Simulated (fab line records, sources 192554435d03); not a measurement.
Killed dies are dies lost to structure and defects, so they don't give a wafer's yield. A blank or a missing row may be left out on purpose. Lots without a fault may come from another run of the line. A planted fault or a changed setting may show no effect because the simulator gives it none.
Split-lot experiment | flow n5_finfet | 7 lots, 39 wafers read, on a route of 1938 steps

THE SPLIT
At N5_GATE_CUT_ETCH_56 (etches TiN in Cl2/Ar, target depth 21.6 nm), the setting target_depth_a was moved away from the recipe's 216 angstrom on 18 of the 39 wafers read, by -8.1% to +9.3%. The other wafers ran this setting at the recipe's value.

The reading is taken at the split's own step.

THE READING
etch.depth_nm (the simulator's own value, which no gauge read), in nm, at N5_GATE_CUT_ETCH_56 (etches TiN in Cl2/Ar, target depth 21.6 nm). The file gives no usual value for it. The 21 wafers here that ran the recipe average 21.85 nm, standard deviation 0.27 nm.

wafer  | tool, chamber at the split | target_depth_a as run, angstrom | against the recipe | etch.depth_nm, nm | against lot-mates on the recipe
L075.1 | rie_metal-03, 0            | 216                             | recipe             | 22.19             | -
L075.2 | rie_metal-03, 1            | 236                             | +9.3%              | 23.53             | +1.80
L075.3 | rie_metal-03, 1            | 216                             | recipe             | 21.53             | -
L075.4 | rie_metal-03, 0            | 236                             | +9.3%              | 24.09             | +2.36
L075.5 | rie_metal-03, 1            | 216                             | recipe             | 21.47             | -
L075.6 | rie_metal-03, 0            | 236                             | +9.3%              | 24.15             | +2.42
L076.1 | rie_metal-01, 1            | 226.3                           | +4.8%              | 23                | +1.19
L076.2 | rie_metal-01, 0            | 216                             | recipe             | 21.35             | -
L076.3 | rie_metal-01, 0            | 226.3                           | +4.8%              | 22.3              | +0.49
L076.4 | rie_metal-01, 1            | 216                             | recipe             | 22                | -
L076.5 | rie_metal-01, 1            | 216                             | recipe             | 22.09             | -
L076.6 | rie_metal-01, 0            | 226.3                           | +4.8%              | 22.21             | +0.40
L083.1 | rie_metal-02, 0            | 216                             | recipe             | 22.03             | -
L083.2 | rie_metal-02, 1            | 232.3                           | +7.5%              | 23.49             | +1.42
L083.3 | rie_metal-02, 1            | 232.3                           | +7.5%              | 23.49             | +1.42
L083.4 | rie_metal-02, 0            | 216                             | recipe             | 21.95             | -
L083.5 | rie_metal-02, 1            | 232.3                           | +7.5%              | 23.51             | +1.44
L083.6 | rie_metal-02, 0            | 216                             | recipe             | 22.23             | -
L084.3 | rie_metal-01, 1            | 216                             | recipe             | 21.95             | -
L084.4 | rie_metal-01, 0            | 216                             | recipe             | 21.42             | -
L084.5 | rie_metal-01, 0            | 216                             | recipe             | 21.46             | -
L091.1 | rie_metal-03, 0            | 216                             | recipe             | 21.91             | -
L091.2 | rie_metal-03, 1            | 216                             | recipe             | 21.83             | -
L091.3 | rie_metal-03, 1            | 198.6                           | -8.1%              | 19.99             | -1.98
L091.4 | rie_metal-03, 0            | 216                             | recipe             | 22.16             | -
L091.5 | rie_metal-03, 0            | 198.6                           | -8.1%              | 20.33             | -1.64
L091.6 | rie_metal-03, 1            | 198.6                           | -8.1%              | 20.03             | -1.94
L093.1 | rie_metal-02, 1            | 203.7                           | -5.7%              | 20.7              | -1.27
L093.2 | rie_metal-02, 0            | 203.7                           | -5.7%              | 20.88             | -1.09
L093.3 | rie_metal-02, 0            | 216                             | recipe             | 22.11             | -
L093.5 | rie_metal-02, 0            | 216                             | recipe             | 22.11             | -
L093.4 | rie_metal-02, 1            | 216                             | recipe             | 21.7              | -
L093.6 | rie_metal-02, 1            | 203.7                           | -5.7%              | 20.65             | -1.32
L097.1 | rie_metal-01, 1            | 216                             | recipe             | 21.71             | -
L097.2 | rie_metal-01, 1            | 200.3                           | -7.3%              | 20.25             | -1.50
L097.3 | rie_metal-01, 1            | 216                             | recipe             | 21.63             | -
L097.4 | rie_metal-01, 1            | 200.3                           | -7.3%              | 20.3              | -1.45
L097.5 | rie_metal-01, 1            | 216                             | recipe             | 21.92             | -
L097.6 | rie_metal-01, 1            | 200.3                           | -7.3%              | 20.33             | -1.42

THE FIT
A straight line over all 39 wafers: etch.depth_nm changes by +0.21 nm for each +1% of target_depth_a; r = +0.97; the points scatter about the line by 0.27 nm.
The same after taking each lot's own level away (the mean of its wafers on the recipe; 39 wafers): +0.212 nm for each +1%; r = +0.97; scatter 0.25 nm.
On that fit, the largest move of target_depth_a shifts the reading by 2 nm.
The lots' own levels span 21.610 to 22.070 nm, that is 1.7 times the standard deviation above.
So the lot-to-lot level changes the slope little: the two slopes agree.
Check: with one of the wafers moved furthest among these (+9.3%) left out of the fit, the line predicts +1.95 nm for it against its lot-mates. It came out at +1.8 nm against them.

OTHER SPLITS ON THESE WAFERS
These wafers also went through other splits before the reading. Each is held against what the fit with the lots' levels taken away leaves over:
other split on the same wafers       | wafers away from the commonest value | r with etch.depth_nm (lot level and that fit taken away)
N5_WELL_APT_EPI_41 target_thk_a      | 18                                   | +0.12
N5_DUMMY_GATE_ETCH_31 target_depth_a | 15                                   | +0.01
N5_DUMMY_GATE_ETCH_32 time_s         | 9                                    | -0.01
N5_DUMMY_GATE_ETCH_42 bias_w         | 15                                   | -0.25
N5_SD_EPI_N_EXPOSE_06 dose_mj        | 15                                   | +0.06

THE FILE'S OWN FIT
etch.depth_nm changes by +0.212 nm for each +1% of target_depth_a, r = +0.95.
